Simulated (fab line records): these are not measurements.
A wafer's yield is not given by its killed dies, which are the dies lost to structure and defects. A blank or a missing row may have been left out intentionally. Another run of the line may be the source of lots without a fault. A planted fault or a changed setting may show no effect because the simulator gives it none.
A lot that was struck, set against a sound lot -- flow n5Finfet -- 37 steps out of a route of 1938
Sound: the wafers L524.1, L524.3, L524.4. Wafers L529.2, L529.5, L529.6 were the ones struck. At the end, the cause is stated.
For every step that has rows: the tool of each side, followed by ch and its chambers, followed by its first start. Under that, the readings that differ: sound wafers -- struck wafers -- difference of the means -- sigmas: that difference in standard deviations of wafers without a fault.
alike: readings whose means differ by less than 2 such deviations, and words and numbers that are the same on both sides. not compared: withheld readings, readings that some wafer has no value for, bounds like >300 that may hide the same value, and numbers for which the record gives no deviation and whose values overlap.
The two part at a step that has a row with sigmas, a row that says differs or no value, or rows on one side only. Numbers that have no deviation but don't overlap get no sigmas and don't part them. A reading missing from all wafers of one side parts the sides only when that side holds two or more wafers.

first, 9 steps without rows for these wafers: N5_BEOL_M4_ANNEAL_95 (time 240 s); N5_BEOL_M4_SPUTTER_96 (material Cu, target thk 4.5 nm, time 8.29 s); N5_BEOL_M4_ECD_50 (material Cu, target thk 300 nm); N5_BEOL_M4_ANNEAL_51 (time 90 s); N5_BEOL_M4_CMP_52 (polishes, stops on SiOC, t overpolish 6.8 s, target thk 40 nm); N5_BEOL_M4_PRE_CLEAN_60 (time 15 s); N5_BEOL_M4_CO_CAP_55 (material Co, precursor CCTBA/H2, target thk 2 nm, time 102.1 s); N5_BEOL_M4_PRE_CLEAN_56 (time 15 s); N5_BEOL_M4_DEP_57 (deposits SiCN from 3MS/NH3, target thk 8 nm, time 14 s).
N5_BEOL_M4_RC_MEAS_101:
  sound on prober-02 ch 0, day 9 21:11; struck on prober-02 ch 0, day 11 21:12
reading,sound,struck,difference,sigmas
VT_P (mV),-248 -247 -243,-253 -253 -257,-8,-3
  alike: DIBL_N, DIBL_P, IOFF_N, IOFF_P, ION_N, ION_P, SS_N, SS_P, VT_N
then, 24 steps without rows for these wafers: N5_BEOL_M5_ILD_DEP_00 (deposits SiCOH lowk from DEMS/porogen, target thk 140.64 nm, time 25.9 s); N5_BEOL_M5_CURE_79 (cures SiCOH lowk, time 240 s); N5_BEOL_M5_PECVD_70 (deposits SiO2 from TEOS/O2, target thk 16 nm, time 18 s); N5_BEOL_M5_HM_DEP_02 (deposits TiN, target thk 20 nm); N5_BEOL_M5_COAT_59 (time 60 s, resist thk 60 nm); N5_BEOL_M5_COAT_60 (time 60 s, resist thk 12 nm); N5_BEOL_M5_COAT_71 (time 60 s, resist thk 5 nm); N5_BEOL_M5_COAT_05 (resist thk 30 nm); N5_BEOL_M5_EBR_07; N5_BEOL_M5_SOFTBAKE_06 (time 60 s); N5_BEOL_M5_EXPOSE_08 (exposes mask M5, target cd 28 nm); N5_BEOL_M5_PEB_09 (peb time 60 s); N5_BEOL_M5_DEVELOP_10 (develop time 30 s); N5_BEOL_M5_DESCUM_16 (chemistry O2, time 7 s); N5_BEOL_M5_ETCH_72 (etches underlayer in N2/H2, target depth 6.5 nm, time 5.2 s); N5_BEOL_M5_ETCH_61 (etches SiARC in CF4, target depth 15.6 nm, time 26 s); N5_BEOL_M5_ETCH_62 (etches SOC in N2/H2, target depth 75 nm, overetch 15 nm, time 112.5 s); N5_BEOL_M5_STRIP_63 (strips in N2/H2); N5_BEOL_M5_STRIP_73 (strips in N2/H2); N5_BEOL_M5_STRIP_64 (strips in CF4); N5_BEOL_M5_HM_OPEN_17 (chemistry Cl2/BCl3, target TiN, target depth 20 nm, overetch 6 nm); N5_BEOL_M5_STRIP_19 (strips in O2); N5_BEOL_M5_COAT_65 (time 60 s, resist thk 60 nm); N5_BEOL_M5_COAT_66 (time 60 s, resist thk 12 nm).
-- the record jumps here: 2 days lie between the struck wafers' starts before and after (it left off in module BEOL_M5 and takes up again in module BEOL_M11, whose first step shown is number 1594 of the route) --
N5_BEOL_M11_ECD_50: material Cu, target thk 318 nm.
  sound on ecdCu-02 ch 0,1, day 12 12:21; struck on ecdCu-02 ch 0,1, day 14 07:36
N5_BEOL_M11_CMP_52: polishes, stops on SiCOH lowk, t overpolish 7 s, target thk 140 nm.
  sound on cmp-01 ch 0,1,3, day 12 12:55; struck on cmp-03 ch 0,1,3, day 14 08:14
reading,sound,struck,difference,sigmas
timeToEndpointS (s),68.5 65.1 64.4,3.5 5.1 3.0,-62.1,-21
  alike: clearingPlatenRpm, edgeZonePressureFrac, motorCurrentA
N5_PASSIVATION_PROBE_49:
  sound on prober-02, day 14 05:26; struck on prober-02, day 16 06:43
reading,sound,struck,difference,sigmas
defectLimitedYield (%),91.0 92.8,0 0 0,-92,-66
killed_at_M4_up,13 7,1102 1111 1079,+1087,+99 or more
killedDies,106 85,1180 1180 1180,+1084,+64
killedOnRim,17 10,152 152 152,+138,+31
sort_bin_5_function (%),4.7 4.3,97.3 97.0 96.1,+92.3,+97
sortNPass,1074 1095,0 0 0,-1084,-64
sortYieldPct (%),91.0 92.8,0 0 0,-92,-61
  alike: killed_at_M0_to_M3, killedAtContacts, killedAtFrontEnd, killedAtOther, killedOpen, killedShort, sort_bin_6_memory

## WHERE THEY PART
At N5_BEOL_M4_RC_MEAS_101 first; at N5_PASSIVATION_PROBE_49 last (within this record only).

WHY: whatever the simulator had introduced
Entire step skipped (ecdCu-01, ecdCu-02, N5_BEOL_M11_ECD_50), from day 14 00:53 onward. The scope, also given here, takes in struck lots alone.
